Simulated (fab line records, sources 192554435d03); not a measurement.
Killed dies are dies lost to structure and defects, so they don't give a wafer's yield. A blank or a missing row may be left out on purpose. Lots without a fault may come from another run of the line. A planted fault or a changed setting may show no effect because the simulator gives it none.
Which tool did it? | flow n5_finfet | 20 lots, 60 wafers sampled, at 6 steps of a route of 1938

WHAT THE GAUGES READ, wafer by wafer
The record holds no reading of a measuring or inspecting step that can be judged against a usual standard deviation.

WHICH TOOL RAN EACH LOT (tool, then ch and the chambers of the sampled wafers, then the start)
lot  | N5_HKMG_FIN_ALD_36                 | N5_HKMG_FIN_DESCUM_17              | N5_HKMG_FIN_ALD_91                 | N5_HKMG_FIN_STRIP_89               | N5_HKMG_FIN_ETCH_67                | N5_GATE_CUT_ETCH_58
L074 | ald_metal-04 ch 1,2,3, day 4 03:30 | rie_diel-05 ch 0,1, day 4 04:45    | ald_metal-01 ch 0,2,3, day 4 05:44 | rie_diel-02 ch 0,1, day 4 06:08    | rie_diel-05 ch 0,1, day 4 07:08    | rie_diel-03 ch 0,2, day 4 09:27
L075 | ald_metal-04 ch 0,1,3, day 4 08:23 | rie_diel-02 ch 1,2,3, day 4 09:37  | ald_metal-04 ch 0,2,3, day 4 10:36 | rie_diel-02 ch 1,3, day 4 11:00    | rie_diel-02 ch 1,2,3, day 4 12:01  | rie_diel-03 ch 0,1,3, day 4 14:21
L076 | ald_metal-01 ch 0,2, day 4 13:14   | rie_diel-02 ch 2,3, day 4 14:29    | ald_metal-04 ch 0,2, day 4 15:28   | rie_diel-02 ch 0,3, day 4 15:52    | rie_diel-04 ch 0,3, day 4 16:53    | rie_diel-01 ch 1,2,3, day 4 19:22
L078 | ald_metal-04 ch 1,3, day 5 02:59   | rie_diel-02 ch 0,1, day 5 04:21    | ald_metal-04 ch 1,3, day 5 05:20   | rie_diel-02 ch 0,1,2, day 5 05:44  | rie_diel-05 ch 0,2,3, day 5 06:45  | rie_diel-03 ch 0,1, day 5 09:11
L079 | ald_metal-01 ch 1,2, day 5 08:20   | rie_diel-02 ch 0,2, day 5 09:34    | ald_metal-01 ch 0,1,2, day 5 10:33 | rie_diel-04 ch 0,1,2, day 5 10:57  | rie_diel-05 ch 1,2,3, day 5 12:01  | rie_diel-03 ch 0,3, day 5 14:19
L081 | ald_metal-04 ch 0,2,3, day 5 19:46 | rie_diel-05 ch 1,3, day 5 21:01    | ald_metal-04 ch 0,2, day 5 22:00   | rie_diel-02 ch 0,1,3, day 5 22:35  | rie_diel-02 ch 0,3, day 5 23:36    | rie_diel-06 ch 0,2,3, day 6 01:57
L082 | ald_metal-03 ch 1,3, day 6 03:38   | rie_diel-05 ch 1,3, day 6 04:53    | ald_metal-04 ch 0,3, day 6 05:52   | rie_diel-04 ch 1,3, day 6 06:20    | rie_diel-02 ch 1,3, day 6 07:25    | rie_diel-01 ch 0,1,3, day 6 09:44
L083 | ald_metal-01 ch 0,2,3, day 6 06:37 | rie_diel-02 ch 0,2,3, day 6 07:59  | ald_metal-04 ch 2,3, day 6 08:58   | rie_diel-05 ch 1,3, day 6 09:22    | rie_diel-02 ch 0,1, day 6 10:26    | rie_diel-01 ch 0,3, day 6 12:47
L084 | ald_metal-04 ch 1,2,3, day 6 16:00 | rie_diel-02 ch 1,3, day 6 17:17    | ald_metal-01 ch 0,2,3, day 6 18:16 | rie_diel-05 ch 0,1,2, day 6 18:40  | rie_diel-04 ch 0,3, day 6 19:41    | rie_diel-06 ch 1,2,3, day 6 21:59
L087 | ald_metal-03 ch 2,3, day 7 06:37   | rie_diel-05 ch 0,2,3, day 7 07:44  | ald_metal-03 ch 1,2, day 7 08:43   | rie_diel-04 ch 1,3, day 7 09:07    | rie_diel-02 ch 1,2,3, day 7 10:08  | rie_diel-03 ch 1,2,3, day 7 12:29
L088 | ald_metal-03 ch 2,3, day 7 17:19   | rie_diel-04 ch 0,1,2, day 7 18:51  | ald_metal-01 ch 0,1, day 7 19:50   | rie_diel-02 ch 0,1, day 7 20:18    | rie_diel-05 ch 0,1,3, day 7 21:21  | rie_diel-03 ch 1,2, day 7 23:41
L089 | ald_metal-03 ch 1,2,3, day 7 18:13 | rie_diel-05 ch 0,1,3, day 7 19:31  | ald_metal-04 ch 0,3, day 7 20:30   | rie_diel-02 ch 2,3, day 7 20:55    | rie_diel-02 ch 2,3, day 7 21:56    | rie_diel-03 ch 0,1,2, day 8 02:38
L090 | ald_metal-01 ch 0,2, day 8 03:09   | rie_diel-02 ch 0,3, day 8 04:24    | ald_metal-04 ch 2,3, day 8 05:23   | rie_diel-05 ch 1,3, day 8 05:49    | rie_diel-02 ch 0,1,2, day 8 07:17  | rie_diel-01 ch 0,1,2, day 8 09:36
L091 | ald_metal-04 ch 1,2,3, day 8 09:33 | rie_diel-04 ch 1,3, day 8 11:22    | ald_metal-03 ch 0,1,3, day 8 12:20 | rie_diel-04 ch 2,3, day 8 12:44    | rie_diel-05 ch 0,3, day 8 13:45    | rie_diel-01 ch 1,2,3, day 8 16:09
L092 | ald_metal-04 ch 0,1,3, day 8 13:00 | rie_diel-04 ch 1,3, day 8 14:14    | ald_metal-01 ch 0,1,3, day 8 15:13 | rie_diel-02 ch 0,2, day 8 15:37    | rie_diel-05 ch 0,1,2, day 8 16:38  | rie_diel-06 ch 0,1, day 8 19:05
L093 | ald_metal-01 ch 1,2,3, day 8 21:14 | rie_diel-02 ch 0,1,2, day 8 22:28  | ald_metal-03 ch 0,1,3, day 8 23:28 | rie_diel-04 ch 0,2,3, day 8 23:52  | rie_diel-04 ch 0,2,3, day 9 00:53  | rie_diel-03 ch 1,2, day 9 03:19
L094 | ald_metal-01 ch 0,2,3, day 9 03:55 | rie_diel-05 ch 1,2,3, day 9 05:04  | ald_metal-01 ch 0,1,2, day 9 06:02 | rie_diel-05 ch 0,1,3, day 9 06:27  | rie_diel-04 ch 0,2,3, day 9 07:28  | rie_diel-06 ch 0,1,2, day 9 09:46
L095 | ald_metal-03 ch 0,1,3, day 9 07:47 | rie_diel-05 ch 0,1,2, day 9 09:01  | ald_metal-03 ch 0,1,3, day 9 10:00 | rie_diel-02 ch 1,3, day 9 10:29    | rie_diel-05 ch 0,2, day 9 11:30    | rie_diel-06 ch 1,3, day 9 14:14
L096 | ald_metal-03 ch 1,2,3, day 9 12:59 | rie_diel-04 ch 1,2,3, day 9 14:06  | ald_metal-03 ch 1,2, day 9 15:05   | rie_diel-05 ch 1,2, day 9 15:29    | rie_diel-05 ch 0,1,3, day 9 16:30  | rie_diel-06 ch 0,2, day 9 19:00
L097 | ald_metal-01 ch 0,1,2, day 9 23:50 | rie_diel-02 ch 1,2,3, day 10 00:58 | ald_metal-04 ch 0,1, day 10 01:56  | rie_diel-02 ch 1,2,3, day 10 02:27 | rie_diel-05 ch 1,2,3, day 10 03:40 | rie_diel-06 ch 2,3, day 10 05:59
- N5_HKMG_FIN_ALD_36: deposits TiN, target thk 1 nm, pulse time 1 s, purge time 3 s.
- N5_HKMG_FIN_DESCUM_17: chemistry O2, time 7.9 s.
- N5_HKMG_FIN_ALD_91: deposits TiN, target thk 1 nm, pulse time 1 s, purge time 3 s.
- N5_HKMG_FIN_STRIP_89: strips SOC in N2/H2, time 20 s.
- N5_HKMG_FIN_ETCH_67: etches SOC in N2/H2, stops on TiN, target depth 388.9 nm.
- N5_GATE_CUT_ETCH_58: etches SiNx in CH3F/O2, target depth 17 nm, time 128.6 s.

WHAT THE TOOLS THEMSELVES READ (means of the sampled wafers that have a number; where no wafer has one, the mark that the record gives instead)
N5_HKMG_FIN_ALD_36.
lot  | tool         | chamber_pressure_Torr (Torr) | heater_power_w (W) | precursor_pulse_height_rel
L074 | ald_metal-04 | 2.998                        | 893                | 0.983
L075 | ald_metal-04 | 2.996                        | 851                | 1.006
L076 | ald_metal-01 | 2.995                        | 954                | 1.011
L078 | ald_metal-04 | 3.006                        | 842                | 0.999
L079 | ald_metal-01 | 3.000                        | 932                | 0.999
L081 | ald_metal-04 | 2.997                        | 864                | 1.003
L082 | ald_metal-03 | 2.999                        | 940                | 0.987
L083 | ald_metal-01 | 2.996                        | 983                | 1.004
L084 | ald_metal-04 | 3.000                        | 876                | 1.015
L087 | ald_metal-03 | 3.003                        | 942                | 0.987
L088 | ald_metal-03 | 2.997                        | 942                | 0.992
L089 | ald_metal-03 | 2.997                        | 925                | 1.009
L090 | ald_metal-01 | 2.996                        | 954                | 1.009
L091 | ald_metal-04 | 2.998                        | 879                | 0.999
L092 | ald_metal-04 | 2.999                        | 854                | 0.991
L093 | ald_metal-01 | 2.996                        | 954                | 1.014
L094 | ald_metal-01 | 3.002                        | 977                | 1.006
L095 | ald_metal-03 | 2.993                        | 946                | 0.991
L096 | ald_metal-03 | 3.001                        | 925                | 0.995
L097 | ald_metal-01 | 2.999                        | 926                | 0.999

N5_HKMG_FIN_DESCUM_17.
lot  | tool        | drypump_motor_current_A (A) | oes_product_au (a.u.) | rf_vpp_V (V) | showerhead_plenum_p_Torr (Torr) | throttle_valve_pct (%)
L074 | rie_diel-05 | 5.8                         | 0.87                  | 244.3        | 2.16                            | 20.10
L075 | rie_diel-02 | 5.6                         | 0.86                  | 242.9        | 2.12                            | 20.38
L076 | rie_diel-02 | 5.4                         | 0.90                  | 244.0        | 2.17                            | 20.36
L078 | rie_diel-02 | 6.2                         | 0.73                  | 242.1        | 2.00                            | 20.32
L079 | rie_diel-02 | 6.0                         | 0.87                  | 244.0        | 2.15                            | 20.35
L081 | rie_diel-05 | 5.8                         | 0.91                  | 242.1        | 2.08                            | 20.35
L082 | rie_diel-05 | 5.8                         | 0.89                  | 243.2        | 2.10                            | 20.18
L083 | rie_diel-02 | 5.9                         | 0.83                  | 243.1        | 2.11                            | 20.33
L084 | rie_diel-02 | 5.7                         | 0.77                  | 241.6        | 2.04                            | 20.39
L087 | rie_diel-05 | 5.7                         | 0.80                  | 243.3        | 2.10                            | 20.52
L088 | rie_diel-04 | 5.6                         | 0.82                  | 243.2        | 2.05                            | 20.36
L089 | rie_diel-05 | 5.8                         | 0.84                  | 244.3        | 2.12                            | 20.33
L090 | rie_diel-02 | 5.8                         | 0.77                  | 242.8        | 2.08                            | 20.32
L091 | rie_diel-04 | 5.3                         | 0.84                  | 242.7        | 2.10                            | 20.49
L092 | rie_diel-04 | 5.5                         | 0.83                  | 242.8        | 2.07                            | 20.54
L093 | rie_diel-02 | 6.1                         | 0.76                  | 242.6        | 2.06                            | 20.38
L094 | rie_diel-05 | 5.8                         | 0.89                  | 243.1        | 2.07                            | 20.27
L095 | rie_diel-05 | 5.8                         | 0.84                  | 243.7        | 2.12                            | 20.23
L096 | rie_diel-04 | 5.6                         | 0.84                  | 242.9        | 2.09                            | 20.37
L097 | rie_diel-02 | 5.6                         | 0.80                  | 244.0        | 2.10                            | 20.44

N5_HKMG_FIN_ALD_91.
lot  | tool         | chamber_pressure_Torr (Torr) | heater_power_w (W) | precursor_pulse_height_rel
L074 | ald_metal-01 | 3.004                        | 964                | 0.982
L075 | ald_metal-04 | 2.998                        | 858                | 0.987
L076 | ald_metal-04 | 3.000                        | 897                | 0.995
L078 | ald_metal-04 | 3.001                        | 891                | 1.003
L079 | ald_metal-01 | 2.996                        | 922                | 1.011
L081 | ald_metal-04 | 2.996                        | 886                | 1.007
L082 | ald_metal-04 | 2.998                        | 830                | 0.988
L083 | ald_metal-04 | 3.007                        | 858                | 1.007
L084 | ald_metal-01 | 3.005                        | 961                | 1.000
L087 | ald_metal-03 | 2.997                        | 991                | 1.005
L088 | ald_metal-01 | 2.997                        | 904                | 1.020
L089 | ald_metal-04 | 3.001                        | 832                | 1.003
L090 | ald_metal-04 | 2.993                        | 853                | 1.001
L091 | ald_metal-03 | 3.001                        | 951                | 1.008
L092 | ald_metal-01 | 3.004                        | 916                | 1.008
L093 | ald_metal-03 | 3.003                        | 956                | 0.991
L094 | ald_metal-01 | 3.004                        | 921                | 0.992
L095 | ald_metal-03 | 3.001                        | 945                | 0.992
L096 | ald_metal-03 | 3.000                        | 979                | 1.002
L097 | ald_metal-04 | 3.002                        | 862                | 1.000

N5_HKMG_FIN_STRIP_89.
lot  | tool        | drypump_motor_current_A (A) | h2_flow_sccm (sccm) | oes_product_au (a.u.) | rf_vpp_V (V) | showerhead_plenum_p_Torr (Torr) | throttle_valve_pct (%)
L074 | rie_diel-02 | 6.5                         | 299.9               | 0.72                  | 53.6         | 3.20                            | 18.49
L075 | rie_diel-02 | 5.7                         | 300.5               | 0.79                  | 53.1         | 3.28                            | 18.91
L076 | rie_diel-02 | 6.3                         | 300.3               | 0.75                  | 54.5         | 3.27                            | 18.68
L078 | rie_diel-02 | 6.1                         | 299.9               | 0.81                  | 55.1         | 3.32                            | 18.71
L079 | rie_diel-04 | 5.6                         | 300.3               | 0.85                  | 54.1         | 3.31                            | 18.90
L081 | rie_diel-02 | 6.0                         | 298.6               | 0.76                  | 54.7         | 3.27                            | 18.82
L082 | rie_diel-04 | 5.3                         | 301.1               | 0.87                  | 53.6         | 3.38                            | 19.04
L083 | rie_diel-05 | 5.9                         | 299.6               | 0.88                  | 53.9         | 3.38                            | 18.84
L084 | rie_diel-05 | 5.8                         | 300.3               | 0.78                  | 54.7         | 3.41                            | 18.85
L087 | rie_diel-04 | 5.6                         | 299.7               | 0.84                  | 53.5         | 3.32                            | 19.12
L088 | rie_diel-02 | 6.2                         | 299.4               | 0.71                  | 53.1         | 3.19                            | 18.66
L089 | rie_diel-02 | 5.5                         | 299.7               | 0.88                  | 54.1         | 3.50                            | 19.14
L090 | rie_diel-05 | 5.8                         | 300.0               | 0.87                  | 53.9         | 3.33                            | 19.09
L091 | rie_diel-04 | 5.3                         | 299.3               | 0.87                  | 53.8         | 3.41                            | 18.86
L092 | rie_diel-02 | 6.4                         | 298.8               | 0.75                  | 54.5         | 3.30                            | 18.63
L093 | rie_diel-04 | 5.3                         | 299.6               | 0.81                  | 54.3         | 3.34                            | 18.86
L094 | rie_diel-05 | 5.8                         | 300.1               | 0.81                  | 53.7         | 3.40                            | 18.94
L095 | rie_diel-02 | 5.5                         | 299.5               | 0.79                  | 54.3         | 3.33                            | 19.18
L096 | rie_diel-05 | 5.8                         | 299.7               | 0.89                  | 54.7         | 3.34                            | 18.72
L097 | rie_diel-02 | 5.6                         | 299.8               | 0.80                  | 55.0         | 3.37                            | 19.08

N5_HKMG_FIN_ETCH_67.
lot  | tool        | drypump_motor_current_A (A) | h2_flow_sccm (sccm) | oes_product_au (a.u.) | rf_vpp_V (V) | showerhead_plenum_p_Torr (Torr) | throttle_valve_pct (%)
L074 | rie_diel-05 | 5.8                         | 199.6               | 0.85                  | 241.5        | 2.62                            | 17.47
L075 | rie_diel-02 | 5.6                         | 200.2               | 0.86                  | 241.0        | 2.57                            | 17.74
L076 | rie_diel-04 | 5.0                         | 199.8               | 0.78                  | 239.8        | 2.48                            | 17.84
L078 | rie_diel-05 | 5.7                         | 199.8               | 0.82                  | 241.1        | 2.56                            | 17.87
L079 | rie_diel-05 | 5.8                         | 199.7               | 0.83                  | 240.0        | 2.53                            | 17.75
L081 | rie_diel-02 | 6.3                         | 200.2               | 0.74                  | 240.2        | 2.47                            | 17.60
L082 | rie_diel-02 | 5.7                         | 200.1               | 0.77                  | 238.8        | 2.48                            | 17.75
L083 | rie_diel-02 | 6.2                         | 200.1               | 0.72                  | 239.4        | 2.42                            | 17.66
L084 | rie_diel-04 | 5.0                         | 200.4               | 0.81                  | 240.8        | 2.53                            | 17.83
L087 | rie_diel-02 | 5.6                         | 199.9               | 0.82                  | 240.9        | 2.56                            | 17.78
L088 | rie_diel-05 | 5.8                         | 199.9               | 0.83                  | 241.4        | 2.58                            | 17.74
L089 | rie_diel-02 | 5.5                         | 200.7               | 0.87                  | 242.4        | 2.66                            | 17.81
L090 | rie_diel-02 | 6.1                         | 200.2               | 0.77                  | 240.0        | 2.50                            | 17.70
L091 | rie_diel-05 | 5.7                         | 200.2               | 0.81                  | 241.0        | 2.60                            | 17.89
L092 | rie_diel-05 | 5.8                         | 199.9               | 0.86                  | 241.5        | 2.58                            | 17.57
L093 | rie_diel-04 | 5.4                         | 199.4               | 0.80                  | 240.1        | 2.53                            | 17.72
L094 | rie_diel-04 | 5.3                         | 200.0               | 0.79                  | 240.6        | 2.52                            | 17.73
L095 | rie_diel-05 | 5.7                         | 200.6               | 0.82                  | 241.5        | 2.60                            | 17.74
L096 | rie_diel-05 | 5.8                         | 200.2               | 0.80                  | 241.5        | 2.57                            | 17.76
L097 | rie_diel-05 | 5.8                         | 199.8               | 0.85                  | 240.2        | 2.52                            | 17.68

N5_GATE_CUT_ETCH_58.
lot  | tool        | O2_flow_sccm (sccm) | drypump_motor_current_A (A) | oes_product_au (a.u.) | rf_vpp_V (V) | showerhead_plenum_p_Torr (Torr) | throttle_valve_pct (%)
L074 | rie_diel-03 | 20.00               | 5.5                         | 0.75                  | 99.7         | 2.08                            | 16.1
L075 | rie_diel-03 | 20.00               | 5.6                         | 0.83                  | 100.1        | 2.07                            | 16.2
L076 | rie_diel-01 | 20.06               | 5.4                         | 0.85                  | 99.0         | 2.05                            | 16.2
L078 | rie_diel-03 | 20.01               | 5.5                         | 0.76                  | 99.0         | 2.08                            | 16.1
L079 | rie_diel-03 | 20.01               | 5.4                         | 0.81                  | 100.4        | 2.07                            | 16.0
L081 | rie_diel-06 | 20.05               | 5.9                         | 0.87                  | 99.3         | 2.02                            | 16.1
L082 | rie_diel-01 | 20.00               | 5.8                         | 0.85                  | 99.5         | 2.05                            | 16.1
L083 | rie_diel-01 | 20.07               | 6.4                         | 0.81                  | 99.6         | 2.04                            | 16.1
L084 | rie_diel-06 | 19.94               | 6.2                         | 0.88                  | 98.9         | 2.00                            | 16.2
L087 | rie_diel-03 | 19.99               | 5.9                         | 0.80                  | 99.5         | 2.06                            | 16.3
L088 | rie_diel-03 | 19.99               | 5.9                         | 0.75                  | 99.5         | 2.08                            | 16.4
L089 | rie_diel-03 | 20.02               | 5.7                         | 0.74                  | 98.5         | 2.07                            | 16.2
L090 | rie_diel-01 | 20.00               | 5.7                         | 0.78                  | 100.2        | 2.09                            | 16.3
L091 | rie_diel-01 | 20.03               | 5.4                         | 0.81                  | 99.4         | 2.04                            | 16.2
L092 | rie_diel-06 | 19.96               | 5.3                         | 0.89                  | 99.3         | 2.10                            | 16.1
L093 | rie_diel-03 | 20.02               | 6.0                         | 0.73                  | 98.7         | 2.06                            | 16.3
L094 | rie_diel-06 | 19.97               | 5.8                         | 0.83                  | 99.1         | 2.03                            | 16.3
L095 | rie_diel-06 | 20.00               | 6.0                         | 0.92                  | 99.1         | 2.04                            | 15.9
L096 | rie_diel-06 | 20.08               | 5.5                         | 0.81                  | 99.7         | 2.04                            | 16.4
L097 | rie_diel-06 | 20.07               | 6.3                         | 0.83                  | 98.5         | 1.99                            | 16.1

THE ANSWER, worked out from the rows above alone
Rule: what is usual is taken from the lots themselves. Put in order of their means at a reading, lots are off if they are a third of the lots or fewer, leave a main group of 4 or more, and stand apart from it by a gap of 3 or more times the standard deviation of the main group's means; of several such gaps the widest counts. A main group whose means are all the same, to the digits that the tables above print for the reading, isn't used. A lot without any number at a reading at which 4 lots or more have one is off too. The other lots that the step has rows for count as sound. The gauges are gone through in route order, then the tools' own readings, and for those a lot's mean is taken as printed above. The first step at which some lot is off is used, and at that step the reading that is off furthest; a lot without a number counts as furthest.
No lot is off at any reading shown: from this, nothing can be told.

WHAT THE SIMULATOR HAD PUT IN
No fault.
